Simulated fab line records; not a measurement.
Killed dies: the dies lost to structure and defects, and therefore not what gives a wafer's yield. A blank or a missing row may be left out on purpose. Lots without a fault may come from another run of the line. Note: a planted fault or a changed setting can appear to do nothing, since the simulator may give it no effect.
A lot that was struck, set against a sound lot ; flow n5 finfet ; 15 out of 1938 route steps
Sound: wafers L489.1, L489.4, L489.6. Wafers L494.1, L494.5 were the ones struck. The cause comes at the end.
For every step that has rows: the tool of each side, followed by ch and its chambers, followed by its first start. Under that, the readings that differ: sound wafers ; struck wafers ; difference of the means ; sigmas: that difference in standard deviations of wafers without a fault.
alike: same words and numbers on both sides, and readings whose means sit less than 2 such deviations apart. not compared: any withheld reading, any reading some wafer has no value for, any bound like >300 that may hide the same value, and any number with overlapping values for which the record gives no deviation.
Wherever a step has rows on one side only, a row that says differs or no value, or a row with sigmas, the two part there. Non-overlapping numbers with no deviation appear without sigmas and do not part them. A reading missing from all wafers of one side parts the sides only when that side holds two or more wafers.

first, 7 steps without rows for these wafers: N5_BEOL_M12_COAT_22 (resist thk 300 nm); N5_BEOL_M12_EBR_24; N5_BEOL_M12_SOFTBAKE_23 (time 60 s); N5_BEOL_M12_EXPOSE_25 (exposes mask M12); N5_BEOL_M12_PEB_26 (peb time 90 s); N5_BEOL_M12_DEVELOP_27 (develop time 45 s); N5_BEOL_M12_HARDBAKE_32 (time 120 s).
N5_BEOL_M12_CD_MEAS_28: the cd target is 160.2 nm.
  sound on cd sem-01 ch 0, day 16 17:13; struck on cd sem-03 ch 0, day 12 17:59
  alike: cd nm
N5_BEOL_M12_OVL_MEAS_29:
  sound on overlay-02 ch 0, day 16 17:14; struck on overlay-02 ch 0, day 12 18:01
reading;sound;struck;difference;sigmas
M12_OVL (nm);-13 -3 -5;1 7;+11;+2
N5_BEOL_M12_INSPECT_30: inspects for defects (macro).
  sound on defect inspect-01 at day 16 17:16; struck on defect inspect-01 at day 12 18:02
  alike: raw defect count
N5_BEOL_M12_DESCUM_33: chemistry O2, time 7.9 s.
  sound on rie diel-03 ch 0,1,3, day 16 17:18; struck on rie diel-01 ch 2,3, day 12 18:04
  alike: drypump motor current A, oes product au, rf fwd power W, rf vpp V, showerhead plenum p Torr, throttle valve pct
  not compared: rf hours counter h
N5_BEOL_M12_ETCH_67: etches SiARC in CF4, target depth 143 nm, time 238.3 s.
  sound on rie diel-03 ch 0,1,3, day 16 17:20; struck on rie diel-01 ch 2,3, day 12 18:06
  alike: cf4 flow sccm, drypump motor current A, etch rf on time s, oes product au, rf fwd power W, rf vpp V, showerhead plenum p Torr, throttle valve pct
  not compared: rf hours counter h
N5_BEOL_M12_ETCH_68: etches SOC in N2/H2, time 285 s.
  sound on rie diel-03 ch 0,1,3, day 16 17:29; struck on rie diel-01 ch 2,3, day 12 18:15
reading;sound;struck;difference;sigmas
rf fwd power W (W);2987 2983 3000;- -;no value on the struck wafers;
run length s (s);307.9 308.7 308.3;292.1 292.9;-15.8;-36
model.SiARC_of_BEOL_M12_COAT_66.thk nm (nm);85.4 85.8 86;87.2 87.8;+1.8;
  alike: drypump motor current A, oes product au, rf vpp V, showerhead plenum p Torr, throttle valve pct
  not compared: rf hours counter h
then, 2 steps without rows for these wafers: N5_BEOL_M12_STRIP_69 (strips in N2/H2); N5_PASSIVATION_PROBE_49.

## WHERE THEY PART
Last at N5_BEOL_M12_ETCH_68 as far as this record goes, first at N5_BEOL_M12_OVL_MEAS_29.

WHY: the cause the simulator had injected
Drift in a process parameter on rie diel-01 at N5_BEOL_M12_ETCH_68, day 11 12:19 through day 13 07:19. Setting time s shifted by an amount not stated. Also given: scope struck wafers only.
